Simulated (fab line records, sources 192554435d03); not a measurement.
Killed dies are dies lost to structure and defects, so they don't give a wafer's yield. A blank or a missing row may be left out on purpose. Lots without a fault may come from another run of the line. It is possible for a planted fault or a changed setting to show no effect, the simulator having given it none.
Split-lot trial | flow n5_finfet | on a route of 1938 steps: 7 lots, 21 wafers read

== ABOUT THE SPLIT ==
At N5_BEOL_M8_COAT_63 (time 60 s, resist thk 60 nm), the setting spin_rpm was moved away from the recipe's 1500 rpm on 5 of the 21 wafers read, by -3.6% to +6.7%. This setting was run at the recipe's value on the other wafers.

Reading taken at the split's own step.

== THE READING ==
SOC_of_BEOL_M8_COAT_63.thk_nm (the simulator's own value, which no gauge read), in nm, at N5_BEOL_M8_COAT_63 (time 60 s, resist thk 60 nm). There is no usual value for it anywhere in the file. Average 60.0 nm, standard deviation 0.14 nm, over the 16 wafers here run with the recipe.

wafer  | tool, chamber at the split | spin_rpm as run, rpm | against the recipe | SOC_of_BEOL_M8_COAT_63.thk_nm, nm | against lot-mates on the recipe
L076.2 | litho_track-02, 0          | 1500                 | recipe             | 60                                | -
L076.3 | litho_track-02, 0          | 1500                 | recipe             | 60                                | -
L076.5 | litho_track-02, 0          | 1500                 | recipe             | 60                                | -
L078.1 | litho_track-02, 0          | 1500                 | recipe             | 60.2                              | -
L078.2 | litho_track-02, 0          | 1601                 | +6.7%              | 58.2                              | -1.9
L078.6 | litho_track-02, 0          | 1500                 | recipe             | 60                                | -
L082.2 | litho_track-02, 0          | 1500                 | recipe             | 60                                | -
L082.3 | litho_track-02, 0          | 1500                 | recipe             | 60                                | -
L082.4 | litho_track-02, 0          | 1500                 | recipe             | 60.2                              | -
L083.1 | litho_track-04, 0          | 1543                 | +2.9%              | 59.4                              | -0.8
L083.2 | litho_track-04, 0          | 1543                 | +2.9%              | 59.6                              | -0.6
L083.5 | litho_track-04, 0          | 1500                 | recipe             | 60.2                              | -
L085.1 | litho_track-01, 0          | 1500                 | recipe             | 60                                | -
L085.2 | litho_track-01, 0          | 1500                 | recipe             | 59.8                              | -
L085.5 | litho_track-01, 0          | 1500                 | recipe             | 59.8                              | -
L090.1 | litho_track-01, 0          | 1571                 | +4.7%              | 59                                | -1.2
L090.5 | litho_track-01, 0          | 1500                 | recipe             | 60.2                              | -
L090.6 | litho_track-01, 0          | 1500                 | recipe             | 60.2                              | -
L093.1 | litho_track-04, 0          | 1500                 | recipe             | 59.8                              | -
L093.3 | litho_track-04, 0          | 1500                 | recipe             | 60                                | -
L093.5 | litho_track-04, 0          | 1446                 | -3.6%              | 61.2                              | +1.3

THE FIT
A straight line over all 21 wafers: SOC_of_BEOL_M8_COAT_63.thk_nm changes by -0.256 nm for each +1% of spin_rpm; r = -0.96; the points scatter about the line by 0.16 nm.
The same after taking each lot's own level away (the mean of its wafers on the recipe; 21 wafers): -0.284 nm for each +1%; r = -0.99; scatter 0.11 nm.
According to that fit, moving spin_rpm by its largest amount changes the reading by 1.9 nm.
From 59.87 to 60.20 nm: that is the span of the lots' own levels, equal to 2.4 times the standard deviation above.
So the lot-to-lot level changes the slope little: the two slopes agree.
Check: for one of the wafers moved furthest among these (+6.7%), held out of the fit, the line's prediction against its lot-mates is -1.86 nm. Against them it came out at -1.9 nm.

== THE OTHER SPLITS THESE WAFERS WENT THROUGH ==
Before the reading, these wafers also passed through other splits. Each is held against what the fit with the lots' levels taken away leaves over:
other split on the same wafers | wafers away from the commonest value | r with SOC_of_BEOL_M8_COAT_63.thk_nm (lot level and that fit taken away)
N5_BEOL_M5_COAT_74 spin_rpm    | 5                                    | -0.09
N5_BEOL_M5_COAT_22 spin_rpm    | 3                                    | +0.48
N5_BEOL_M6_COAT_63 spin_rpm    | 6                                    | -0.08
N5_BEOL_M6_COAT_71 spin_rpm    | 8                                    | -0.11
N5_BEOL_M7_EXPOSE_25 dose_mj   | 5                                    | -0.11
N5_BEOL_M7_ETCH_66 bias_w      | 10                                   | +0.10

== FILE'S OWN FIT ==
SOC_of_BEOL_M8_COAT_63.thk_nm changes by -0.283 nm for each +1% of spin_rpm, r = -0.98.
